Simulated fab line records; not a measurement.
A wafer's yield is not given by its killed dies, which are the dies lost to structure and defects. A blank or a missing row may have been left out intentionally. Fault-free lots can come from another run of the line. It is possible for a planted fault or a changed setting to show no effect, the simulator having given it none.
fab line records	flow n5-finfet	part 2 of 2: steps 5 to 6 of 6
record: lots: 22	wafers: 66	last-day: 18
route steps=1938 shown BEOL_M0_SAQP@669 BEOL_M0@721
lots untouched by any fault: they come from a run of this same line in which no faults occurred
start-h: the number of hours between the record's first day and the start of the first shown wafer of the lot	wait-h: how many hours have passed since the lot's step before this one	" the same as in the row above	L1.1+2: one row covering several wafers at once	- either no value or no given start	* or withheld: withheld	< > ~ a bound
route shown NAME@n: names a module that has steps shown in the file, with the first one's number in the route	usual: mean/standard deviation taken from wafers without a fault	same: alike in all rows	chamber/n: place in a boat	sites: each site's reading	_std_site: how widely they spread, as a standard deviation	_edge_site: outer sites' mean less inner sites'	radius-mm: how far each site lies from the wafer's centre	mask NAME#n: copy n	behind: the most recent tool/chamber to have shaped the wafer	hold: why the lot was held/for how many hours/how that ended	device: the n, p or np transistor that did not switch	end of line: the same wafers' tests at the end of the route	where a step has no rows: the recipe by itself	killed: dies lost to structure and defects at the first sort, not the wafer's yield	map: a wafer's dies, x killed, . not, _ none there
set.NAME: the setting that was run; set.NAME@STEP: the one run at that earlier step	model.NAME: the simulator's own value behind a step, which no gauge read
the route's steps for a sample of lots (tables are steps, rows are wafers)
services: when a tool's chamber went out of use (start-h, in hours from the record's first day, below 0 if earlier), for how many hours, and the reason
== steps ==
step: N5_BEOL_M0_SAQP_DESCUM_45
recipe: chemistry: O2	time-s: 7	source-power-w: 50	bias-power-w: 20	pressure-mtorr: 20	rf-frequency-hz: 2.712e+07	temp-c: 40	resist: CAR-EUV	o2-flow-sccm: 225
usual: drypump-motor-current-A: 5.5/0.39	oes-product-au: 0.78/0.078	rf-vpp-V: 243.1/1	showerhead-plenum-p-Torr: 2.09/0.044	temp-c: 40.00/0.12	throttle-valve-pct: 20.42/0.24
lot.wafer	tool	chamber	start-h	wait-h	drypump-motor-current-A	oes-product-au	rf-hours-counter-h	rf-vpp-V	showerhead-plenum-p-Torr	temp-c	throttle-valve-pct
L074.2	rie-diel-03	3	113.97	0.1	5.4	0.77	128	243.3	2.09	39.95	20.59
L074.3	"	2	"	"	5.7	0.72	166	243.6	2.17	40.19	20.11
L074.4	"	3	"	"	5.4	0.77	-	242.4	2.09	40.04	20.59
L076.2	rie-diel-06	2	122.18	0.0	5.8	0.81	81	243.9	2.12	40.08	20.47
L076.3	"	1	"	"	5.7	0.69	241	241.4	1.97	39.87	20.55
L076.5	"	1	"	"	5.8	0.68	-	242.4	1.97	39.88	20.54
L075.4	rie-diel-03	1	123.61	0.0	5.1	0.83	-	243.1	2.12	40.00	20.21
L075.5	"	2	"	"	5.8	0.73	-	243.8	2.17	39.99	20.12
L075.6	"	3	"	"	5.4	0.78	-	242.5	2.09	40.07	20.60
L077.4	rie-diel-06	2	134.76	0.1	5.8	0.80	86	242.3	2.12	39.97	20.47
L077.5	"	2	"	"	5.8	0.79	-	241.7	2.12	39.83	20.48
L077.6	"	1	"	"	5.7	0.68	-	241.2	1.97	40.10	20.56
L078.1	rie-diel-03	1	148.44	0.0	5.1	0.82	76	243.7	2.12	40.06	20.20
L078.3	"	3	"	"	5.4	0.76	140	243.2	2.08	40.02	20.61
L078.4	"	2	"	"	5.8	0.71	178	244.7	2.16	40.11	20.15
L079.2	rie-diel-06	0	153.60	0.0	5.4	0.73	191	244.2	2.08	39.93	20.64
L079.5	"	2	"	"	5.8	0.80	-	243.5	2.12	39.89	20.50
L079.6	"	0	"	"	5.4	0.74	-	243.6	2.08	40.04	20.64
L080.2	rie-diel-06	0	154.20	0.0	5.4	0.73	191	241.4	2.08	40.02	20.63
L080.3	"	2	"	"	5.9	0.80	93	244.9	2.12	39.90	20.50
L080.6	"	0	"	"	5.4	0.73	-	242.8	2.08	40.15	20.65
L081.3	rie-diel-03	0	167.91	0.0	6.3	0.94	7	243.0	2.06	40.00	20.14
L081.5	"	2	"	"	5.7	0.71	-	244.9	2.16	39.87	20.15
L081.6	"	3	"	"	5.4	0.76	-	241.8	2.08	39.77	20.61
L082.2	rie-diel-06	0	168.61	0.3	5.4	0.73	199	243.1	2.08	39.88	20.65
L082.4	"	3	"	"	5.2	0.69	-	242.3	2.06	39.81	20.78
L082.5	"	2	"	"	5.8	0.79	-	243.6	2.12	39.80	20.48
L083.2	rie-diel-03	3	168.65	0.2	5.5	0.76	142	244.0	2.08	40.09	20.62
L083.3	"	0	"	"	6.2	0.93	7	242.5	2.06	39.99	20.14
L083.6	"	2	"	"	5.7	0.71	-	244.4	2.16	40.05	20.14
L084.2	rie-diel-05	2	173.12	0.0	5.8	0.82	99	243.6	2.10	40.04	20.69
L084.3	"	3	"	"	5.4	0.76	126	244.0	2.10	40.10	20.17
L084.4	"	1	"	"	4.9	0.87	56	241.5	2.04	40.02	20.17
L085.1	rie-diel-03	1	176.28	0.1	5.1	0.84	82	243.2	2.12	40.07	20.21
L085.2	"	2	"	"	5.8	0.71	184	244.6	2.16	40.19	20.14
L085.3	"	0	"	"	6.2	0.94	9	243.3	2.06	39.97	20.15
L086.4	rie-diel-03	1	192.37	0.0	5.1	0.81	87	244.0	2.11	40.26	20.22
L086.5	"	0	"	"	6.2	0.92	-	243.0	2.06	39.98	20.15
L086.6	"	3	"	"	5.4	0.75	-	242.7	2.08	40.16	20.63
L087.2	rie-diel-03	1	196.68	0.3	5.1	0.81	88	244.0	2.11	40.01	20.23
L087.4	"	0	"	"	6.2	0.91	15	242.5	2.06	40.06	20.15
L087.5	"	1	"	"	5.1	0.80	-	243.4	2.11	39.98	20.22
L088.2	rie-diel-06	1	200.13	0.2	5.7	0.96	7	245.5	2.23	40.04	20.23
L088.3	"	0	"	"	5.4	0.72	210	243.7	2.07	39.92	20.67
L088.5	"	2	"	"	5.8	0.79	-	243.0	2.11	39.88	20.52
L089.3	rie-diel-03	0	201.38	0.0	6.2	0.91	17	242.1	2.05	40.11	20.17
L089.4	"	2	"	"	5.8	0.70	191	244.1	2.16	40.18	20.15
L089.5	"	0	"	"	6.2	0.91	-	243.4	2.05	40.20	20.15
L091.1	rie-diel-05	0	211.69	0.0	4.9	0.68	229	243.3	2.06	40.01	20.70
L091.3	"	1	"	"	4.9	0.86	67	241.5	2.04	39.95	20.19
L091.6	"	2	"	"	5.8	0.80	-	242.9	2.09	39.91	20.71
L092.2	rie-diel-05	3	217.38	0.0	5.4	0.75	138	243.7	2.10	39.79	20.18
L092.5	"	2	"	"	5.9	0.80	-	243.3	2.09	40.22	20.70
L092.6	"	1	"	"	4.9	0.84	-	240.4	2.04	39.80	20.21
L093.1	rie-diel-05	1	227.18	0.0	5.0	0.85	71	241.7	2.04	40.04	20.21
L093.3	"	3	"	"	5.4	0.74	139	242.6	2.09	40.02	20.17
L093.6	"	3	"	"	5.4	0.74	-	243.8	2.10	40.02	20.19
L094.1	rie-diel-05	2	232.53	0.0	5.8	0.80	115	243.2	2.09	39.93	20.71
L094.2	"	3	"	"	5.4	0.75	141	243.2	2.09	39.89	20.18
L094.3	"	1	"	"	4.9	0.85	73	241.5	2.03	39.77	20.20
L095.2	rie-diel-05	2	240.02	0.0	5.8	0.80	117	244.2	2.09	39.94	20.72
L095.3	"	0	"	"	4.9	0.68	236	242.9	2.06	40.02	20.73
L095.6	"	2	"	"	5.8	0.80	-	243.1	2.09	39.96	20.71
L097.1	rie-diel-06	3	253.82	0.1	5.2	0.94	17	242.9	2.05	40.02	20.38
L097.3	"	2	"	"	5.8	0.76	127	241.2	2.11	40.14	20.53
L097.6	"	2	"	"	5.8	0.76	-	243.2	2.11	39.99	20.55
step: N5_BEOL_M0_TRENCH_ETCH_107
recipe: chemistry: C4F6/O2	target-depth-a: 328	target: SiOC	time-s: 16.4	ion-energy-ev: 250	pressure-mtorr: 30	source-w: 355	bias-w: 185	Ar_flow_sccm: 300	C4F6_flow_sccm: 10	O2_flow_sccm: 10
usual: C4F6_flow_sccm: 10.00/0.032	bias-w: 185.0/0.57	drypump-motor-current-A: 5.5/0.31	oes-product-au: 0.81/0.083	rf-vpp-V: 664/10	showerhead-plenum-p-Torr: 2.88/0.077	throttle-valve-pct: 20.84/0.16
lot.wafer	tool	chamber	start-h	wait-h	C4F6_flow_sccm	bias-w	drypump-motor-current-A	oes-product-au	rf-hours-counter-h	rf-vpp-V	showerhead-plenum-p-Torr	throttle-valve-pct
L074.2	rie-diel-04	3	118.23	0.0	10.00	184.6	5.6	0.89	33	663	2.90	20.84
L074.3	"	1	"	"	10.03	184.9	5.4	0.95	11	652	2.79	20.72
L074.4	"	2	"	"	9.97	185.4	5.4	0.90	44	651	2.90	20.85
L076.2	rie-diel-01	3	124.25	0.0	9.97	184.8	5.7	0.92	21	658	2.79	20.64
L076.3	"	2	"	"	9.99	185.0	6.1	0.90	31	678	3.01	20.62
L076.5	"	1	"	"	9.99	185.6	5.9	0.69	-	670	2.94	20.92
L075.4	rie-diel-01	2	125.88	0.0	10.05	185.4	6.1	0.90	31	676	3.01	20.62
L075.5	"	0	"	"	10.00	183.8	5.3	0.90	-	686	3.01	20.59
L075.6	"	1	"	"	10.02	186.2	5.9	0.69	-	669	2.94	20.92
L077.4	rie-diel-04	0	139.86	0.0	10.00	184.9	5.7	0.72	207	661	2.81	20.93
L077.5	"	2	"	"	10.01	185.1	5.4	0.88	-	652	2.89	20.86
L077.6	"	1	"	"	9.98	185.3	5.4	0.92	-	653	2.79	20.73
L078.1	rie-diel-01	1	152.54	0.0	10.02	185.7	5.9	0.70	209	669	2.94	20.91
L078.3	"	3	"	"	9.99	185.8	5.7	0.90	32	658	2.78	20.65
L078.4	"	0	"	"	10.05	184.9	5.3	0.88	54	686	3.00	20.62
L079.2	rie-diel-01	1	155.56	0.0	10.00	185.4	5.9	0.70	210	670	2.94	20.94
L079.5	"	2	"	"	9.97	184.4	6.1	0.90	-	676	3.01	20.62
L079.6	"	3	"	"	10.01	185.2	5.7	0.89	-	658	2.78	20.66
L080.2	rie-diel-04	2	156.51	0.0	9.99	183.8	5.4	0.87	60	652	2.89	20.87
L080.3	"	1	"	"	9.99	185.6	5.4	0.91	26	653	2.79	20.76
L080.6	"	1	"	"	10.00	184.6	5.4	0.91	-	654	2.79	20.77
L083.2	rie-diel-04	2	171.98	0.0	9.96	184.3	5.4	0.87	64	652	2.89	20.87
L083.3	"	1	"	"	10.01	185.3	5.4	0.90	31	654	2.78	20.76
L083.6	"	3	"	"	9.98	185.3	5.6	0.86	-	661	2.89	20.89
L081.3	rie-diel-01	0	176.43	0.0	10.02	185.5	5.2	0.87	62	686	3.00	20.63
L081.5	"	0	"	"	10.01	185.2	5.2	0.87	-	687	3.00	20.62
L081.6	"	3	"	"	10.02	185.2	5.7	0.89	-	659	2.78	20.67
L082.2	rie-diel-04	0	177.98	0.0	9.98	185.6	5.7	0.71	221	660	2.81	20.96
L082.4	"	2	"	"	10.02	185.1	5.4	0.86	66	652	2.89	20.88
L082.5	"	2	"	"	9.98	185.0	5.5	0.86	-	653	2.89	20.87
L084.2	rie-diel-01	3	178.11	0.0	10.04	185.1	5.7	0.88	40	660	2.78	20.67
L084.3	"	1	"	"	10.04	183.8	5.9	0.68	219	670	2.93	20.92
L084.4	"	0	"	"	9.96	185.3	5.3	0.87	62	684	3.00	20.61
L085.1	rie-diel-04	2	180.61	0.0	9.95	185.5	5.5	0.86	67	652	2.89	20.88
L085.2	"	0	"	"	10.03	185.0	5.7	0.70	222	662	2.81	20.96
L085.3	"	1	"	"	10.04	184.7	5.4	0.89	34	652	2.78	20.79
L086.4	rie-diel-04	3	196.59	0.0	9.99	185.3	5.6	0.85	56	662	2.89	20.89
L086.5	"	1	"	"	9.97	185.1	5.4	0.89	-	653	2.78	20.78
L086.6	"	2	"	"	9.97	184.2	5.4	0.84	-	652	2.89	20.89
L087.2	rie-diel-04	1	203.20	0.0	9.97	184.5	5.5	0.88	41	653	2.78	20.78
L087.4	"	2	"	"	10.03	185.5	5.4	0.85	74	652	2.89	20.90
L087.5	"	0	"	"	10.00	184.9	5.8	0.71	-	659	2.80	20.97
L088.2	rie-diel-04	3	203.35	0.0	10.02	184.7	5.6	0.84	58	661	2.89	20.89
L088.3	"	1	"	"	9.99	184.8	5.4	0.88	41	653	2.78	20.78
L088.5	"	0	"	"	10.05	185.3	5.8	0.70	-	659	2.80	20.97
L089.3	rie-diel-02	2	204.42	0.0	10.01	183.6	5.5	0.72	190	679	2.83	20.79
L089.4	"	3	"	"	10.04	186.4	5.1	0.72	182	669	2.95	20.85
L089.5	"	0	"	"	10.03	184.0	5.7	0.69	-	666	2.91	21.24
L091.1	rie-diel-04	3	214.78	0.0	10.00	185.1	5.6	0.84	62	660	2.89	20.90
L091.3	"	2	"	"	10.08	184.7	5.4	0.84	79	652	2.88	20.90
L091.6	"	3	"	"	9.99	185.9	5.6	0.84	-	662	2.89	20.90
L092.2	rie-diel-02	0	221.82	0.0	9.96	184.3	5.7	0.69	236	666	2.91	21.24
L092.5	"	0	"	"	10.02	184.3	5.6	0.68	-	667	2.91	21.24
L092.6	"	1	"	"	9.99	186.0	4.7	0.80	-	665	2.87	21.12
L093.1	rie-diel-04	3	229.53	0.0	9.98	185.1	5.6	0.84	68	661	2.88	20.89
L093.3	"	2	"	"	9.96	185.2	5.4	0.84	84	653	2.88	20.89
L093.6	"	2	"	"	9.96	184.4	5.4	0.83	-	652	2.88	20.90
L094.1	rie-diel-01	0	238.19	0.0	9.97	185.7	5.3	0.84	79	686	2.99	20.63
L094.2	"	2	"	"	10.03	185.8	6.1	0.85	72	677	3.00	20.66
L094.3	"	3	"	"	10.01	185.5	5.7	0.85	62	658	2.77	20.70
L095.2	rie-diel-04	3	248.82	0.0	9.99	185.4	5.6	0.83	75	662	2.88	20.91
L095.3	"	2	"	"	9.98	185.0	5.4	0.83	90	652	2.88	20.90
L095.6	"	2	"	"	9.99	185.0	5.4	0.83	-	654	2.88	20.90
L097.1	rie-diel-01	2	257.23	0.0	9.99	184.9	6.1	0.84	73	675	2.99	20.67
L097.3	"	1	"	"	10.04	184.9	5.9	0.68	242	668	2.92	20.97
L097.6	"	0	"	"	10.01	184.8	5.3	0.85	-	685	2.99	20.65
== services ==
tool	chamber	start-h	hours	kind
rie-diel-04	-	89.16	0.4	repair
ald-sin-01	-	93.32	1.1	repair
rie-si-03	-	106.36	0.2	repair
rie-si-05	-	108.66	0.3	repair
rie-si-05	3	108.97	2.1	repair
rie-si-05	-	111.27	14.6	pm
rie-diel-01	1	136.85	10.3	repair
rie-si-04	0	143.64	3.5	repair
rie-diel-06	1	144.27	14.9	repair
rie-diel-04	3	144.66	14.2	repair
rie-diel-03	3	152.15	13.5	repair
rie-diel-03	-	157.17	10.0	pm
rie-si-04	0	164.24	2.1	repair
rie-diel-01	0	183.85	7.7	repair
rie-diel-04	1	207.48	14.3	repair
rie-diel-03	0	209.33	4.7	repair
rie-diel-04	-	209.64	0.6	repair
rie-si-03	3	213.05	8.5	repair
rie-diel-04	0	217.81	6.3	repair
rie-si-03	1	226.40	2.0	repair
rie-diel-06	0	235.18	4.9	repair
rie-diel-01	-	238.63	15.6	pm
rie-si-05	1	244.10	18.4	repair
rie-si-05	0	248.16	9.0	repair
